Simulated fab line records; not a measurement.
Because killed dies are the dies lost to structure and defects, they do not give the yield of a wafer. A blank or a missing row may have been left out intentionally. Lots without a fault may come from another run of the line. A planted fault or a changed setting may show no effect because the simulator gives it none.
Code-filled problem report in 8D (eight disciplines) form	flow n5Finfet	the parts of the form that need people (team, actions taken, sign-off) are left out

## 1. WHAT WENT WRONG
At N5_BEOL_M2_SPUTTER_79, chamberPressurePa averages 0.06 Pa over 2 wafers from 2 lots, while fault-free wafers read 0.07 Pa, standard deviation 0.00014. Relative to the usual mean, that is a shift of -91 standard deviations.
The step: material Cu, target thk 4.5 nm, time 8.29 s.
Seen first at day 9 11:41 on pvdSputter-02, wafer L444.4. The record holds 27 wafers of 9 lots with a number at this step. Rule for "out", or "out of limits": more than 4 standard deviations from the usual mean. All remaining wafers that have a number are taken as sound.

## 2. WHAT THIS IS AND IS NOT
question	is	is not
which readings at this step	chamberPressurePa	chuckGasFlowSccm, susceptorTempC, throttleValvePct
which lots	L444, L446	L452, L454, L455, L458, L459, L460, L461
which wafers of those lots	L444.4, L446.6	L444.1, L444.3, L446.1, L446.4
read on which tools	pvdSputter-02	pvdSputter-01, pvdSputter-03
when	from day 9 11:41	up to then (2 sound wafers); but 23 sound wafers of L446, L452, L454, L455, L458, L459, L460, L461 came after

## 3. THE SUSPECTS, EACH WITH WHAT RULES IT OUT
Counting: a tool at a process step up to the reading stays a suspect if it ran every lot that is out. Sound lots after the first of them don't rule it out here, since some wafers of a struck lot are sound.
- pvdSputter-02 at N5_BEOL_M2_SPUTTER_79 (material Cu, target thk 4.5 nm, time 8.29 s): kept. It ran every lot that is out, first L444 (day 9 11:41). Its own chamberPressurePa readings are out on those wafers.
The count leaves pvdSputter-02 at N5_BEOL_M2_SPUTTER_79.

## 4. THE CAUSE (what the simulator had put in)
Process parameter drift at N5_BEOL_M2_SPUTTER_79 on pvdSputter-02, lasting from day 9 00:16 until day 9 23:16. Setting chamberPressurePa shifted by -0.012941 from 0.07. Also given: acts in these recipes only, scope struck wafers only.
This tool alone remained once counting was done.

## 5. THE EFFECT CHAIN, in route order
Rows list readings where the struck wafers' mean (over those with a number) sits beyond 3 standard deviations from the usual. Only readings for which the record gives a usual standard deviation are gone through. hours: the time from each lot's start at the first step in this table that gives one to its start at this step, as a median over the lots. sigmas: the change in usual standard deviations.
hours	step	reading	usual	on struck wafers	change	sigmas
0	N5_BEOL_M2_SPUTTER_79	chamberPressurePa	0.07 Pa	0.06	-0.01	-91
Here are the process steps it includes:
- N5_BEOL_M2_SPUTTER_79: material Cu, target thk 4.5 nm, time 8.29 s.
Later steps that measure or inspect, where all struck wafers having a row at the step show a number for every such reading and not one has moved that far: N5_BEOL_M4_RC_MEAS_101.

## 6. WHAT WOULD HAVE CAUGHT IT SOONER
First out-of-limits reading in this record: day 9 11:41, which is 11 hours after fault onset at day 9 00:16.
